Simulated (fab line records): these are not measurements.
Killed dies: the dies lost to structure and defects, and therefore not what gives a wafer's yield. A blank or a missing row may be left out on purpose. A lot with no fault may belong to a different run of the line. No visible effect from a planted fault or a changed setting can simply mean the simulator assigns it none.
Which tool is to blame?	flow nand_harc	Sampling: 13 lots, 39 wafers, 6 of 1302 route steps

WHAT EACH GAUGE READ, for each wafer
NHARC_A_SOURCE_PLATE_THK_MEAS_06: measures by ellipsometry.
lot	measured	on	thk_nm (nm)
L271	day 7 23:40	film_metro-01	199.3 199.3 197.8
L274	day 8 16:20	film_metro-01	199.8 198.3 199.6
L273	day 8 16:20	film_metro-02	199.5 199.7 200.0
L275	day 9 11:09	film_metro-02	197.7 197.2 197.2
L276	day 9 18:31	film_metro-01	200.4 199.0 201.2
L277	day 10 17:00	film_metro-02	197.6 198.2 198.1
L278	day 10 17:00	film_metro-01	199.4 199.6 200.5
L286	day 13 20:31	film_metro-02	198.3 200.2 199.7
L287	day 14 14:22	film_metro-02	199.9 198.9 199.5
L291	day 16 01:34	film_metro-01	198.7 199.4 197.6
L293	day 16 23:22	film_metro-01	202.2 201.3 199.8
L292	day 16 23:23	film_metro-01	200.6 201.6 201.3
L294	day 17 11:56	film_metro-01	200.8 198.1 197.8

NHARC_A_ONON_D1_THK_MEAS_05: measures by ellipsometry.
lot	measured	on	thk_nm (nm)
L271	day 8 00:52	film_metro-01	1006 1003 1005
L274	day 8 17:33	film_metro-01	1000 1002 1001
L273	day 8 17:32	film_metro-02	1002 1001 1001
L275	day 9 12:49	film_metro-01	996 995 995
L276	day 9 19:44	film_metro-01	993 992 993
L277	day 10 18:13	film_metro-01	988 987 986
L278	day 10 18:13	film_metro-02	993 991 994
L286	day 13 21:44	film_metro-01	999 999 998
L287	day 14 15:34	film_metro-02	999 998 997
L291	day 16 02:46	film_metro-02	996 996 995
L293	day 17 00:35	film_metro-01	1003 1004 1003
L292	day 17 00:37	film_metro-01	985 983 983
L294	day 17 13:15	film_metro-01	1002 1000 1000

NHARC_A_ONON_D1_THK_MEAS_30: measures by ellipsometry.
lot	measured	on	thk_nm (nm)
L271	day 8 12:58	film_metro-01	995 995 996
L274	day 9 05:15	film_metro-01	1010 1010 1010
L273	day 9 05:16	film_metro-02	986 987 986
L275	day 10 02:15	film_metro-01	1011 1013 1013
L276	day 10 07:55	film_metro-01	1003 1000 1002
L277	day 11 06:24	film_metro-01	1006 1006 1007
L278	day 11 06:26	film_metro-02	997 1000 1000
L286	day 14 09:28	film_metro-01	833 832 832
L287	day 15 03:06	film_metro-01	852 853 854
L291	day 16 14:38	film_metro-01	986 984 987
L293	day 17 12:19	film_metro-01	1003 1002 1004
L292	day 17 12:20	film_metro-02	992 995 992
L294	day 18 00:53	film_metro-02	1005 1005 1005

NHARC_END_SORT_01.
lot	measured	on	killed_at_array	killed_at_other	killed_at_periphery	killed_dies	killed_open	killed_short
L286	day 29 22:18	prober-02	671 670 673	2 1 3	4 6 1	677 677 677	2 3 1	7 3 0
L287	day 31 06:24	prober-02	667 670 669	1 1 2	9 6 6	677 677 677	1 4 7	2 4 1

TOOL THAT RAN EACH LOT (tool first, then ch and the chambers of the sampled wafers, then the start)
lot	NHARC_A_ONON_D1_DEP_28	NHARC_A_CHANNEL_HOLE_D1_DEP_01
L271	pecvd_onon-04 ch 0, day 8 12:37	pecvd-01 ch 0,1,2, day 8 18:40
L274	pecvd_onon-04 ch 0, day 9 04:44	pecvd-02 ch 0,2, day 9 07:55
L273	pecvd_onon-03 ch 0, day 9 04:52	pecvd-02 ch 0,2, day 9 08:35
L275	pecvd_onon-02 ch 0, day 10 01:48	pecvd-02 ch 1,2, day 10 04:46
L276	pecvd_onon-04 ch 0, day 10 07:25	pecvd-01 ch 0,1,2, day 10 12:01
L277	pecvd_onon-04 ch 0, day 11 05:53	pecvd-04 ch 0,2, day 11 08:59
L278	pecvd_onon-02 ch 0, day 11 05:59	pecvd-01 ch 0,1,2, day 11 09:00
L286	pecvd_onon-02 ch 0, day 14 08:58	-
L287	pecvd_onon-02 ch 0, day 15 02:35	-
L291	pecvd_onon-03 ch 0, day 16 14:08	pecvd-04 ch 0,1,2, day 16 19:31
L293	pecvd_onon-03 ch 0, day 17 11:52	pecvd-01 ch 0,2, day 17 16:23
L292	pecvd_onon-04 ch 0, day 17 11:53	pecvd-04 ch 1,2, day 17 17:40
L294	pecvd_onon-02 ch 0, day 18 00:22	pecvd-01 ch 0,1,2, day 18 03:23
- NHARC_A_ONON_D1_DEP_28: target thk 1000 nm.
- NHARC_A_CHANNEL_HOLE_D1_DEP_01: deposits SiON, target thk 140 nm.

AS READ BY THE TOOLS THEMSELVES (means over the sampled wafers that have a number; for cases with no such wafer, the mark the record gives instead)
NHARC_A_ONON_D1_DEP_28.
lot	tool	susceptor_temp_C (C)
L271	pecvd_onon-04	400.11
L274	pecvd_onon-04	400.28
L273	pecvd_onon-03	400.17
L275	pecvd_onon-02	399.84
L276	pecvd_onon-04	399.97
L277	pecvd_onon-04	399.93
L278	pecvd_onon-02	400.26
L286	pecvd_onon-02	400.21
L287	pecvd_onon-02	400.04
L291	pecvd_onon-03	400.28
L293	pecvd_onon-03	399.86
L292	pecvd_onon-04	400.04
L294	pecvd_onon-02	399.94

NHARC_A_CHANNEL_HOLE_D1_DEP_01.
lot	tool	heater_power_w (W)	showerhead_vpp_V (V)	susceptor_temp_C (C)
L271	pecvd-01	802	1170	399.86
L274	pecvd-02	777	1121	400.08
L273	pecvd-02	785	1151	399.99
L275	pecvd-02	741	1147	400.02
L276	pecvd-01	781	1179	400.21
L277	pecvd-04	817	1162	399.78
L278	pecvd-01	810	1159	400.07
L291	pecvd-04	775	1136	399.90
L293	pecvd-01	828	1128	400.23
L292	pecvd-04	798	1145	399.96
L294	pecvd-01	867	1163	399.94

THE ANSWER, worked out from the rows above alone
Rule: the lots themselves supply what counts as usual. Put in order of their means at a reading, lots are off if they are a third of the lots or fewer, leave a main group of 4 or more, and stand apart from it by a gap of 3 or more times the standard deviation of the main group's means; of several such gaps the widest counts. If all means in a main group match to the digits the tables above print for the reading, that group is not used. Also off: a lot with no number at a reading for which 4 or more lots have one. Where the step has rows for the other lots, those lots are counted as sound. After the gauges, taken in route order, come the tools' own readings; for these a lot's mean is taken, as printed above. The first step at which some lot is off is used, and at that step the reading that is off furthest; a lot without a number counts as furthest.
Off: L286, L287, at NHARC_A_ONON_D1_THK_MEAS_30 (thk_nm). The main group: mean 1000 nm, standard deviation 8.5.
A tool fits if, at a process step before that reading, it ran every lot that is off, and no sound lot after the first of them. The gauges at NHARC_A_ONON_D1_THK_MEAS_30 are tried like those tools. No candidate that was tried fits.

WHAT HAD BEEN PUT IN BY THE SIMULATOR
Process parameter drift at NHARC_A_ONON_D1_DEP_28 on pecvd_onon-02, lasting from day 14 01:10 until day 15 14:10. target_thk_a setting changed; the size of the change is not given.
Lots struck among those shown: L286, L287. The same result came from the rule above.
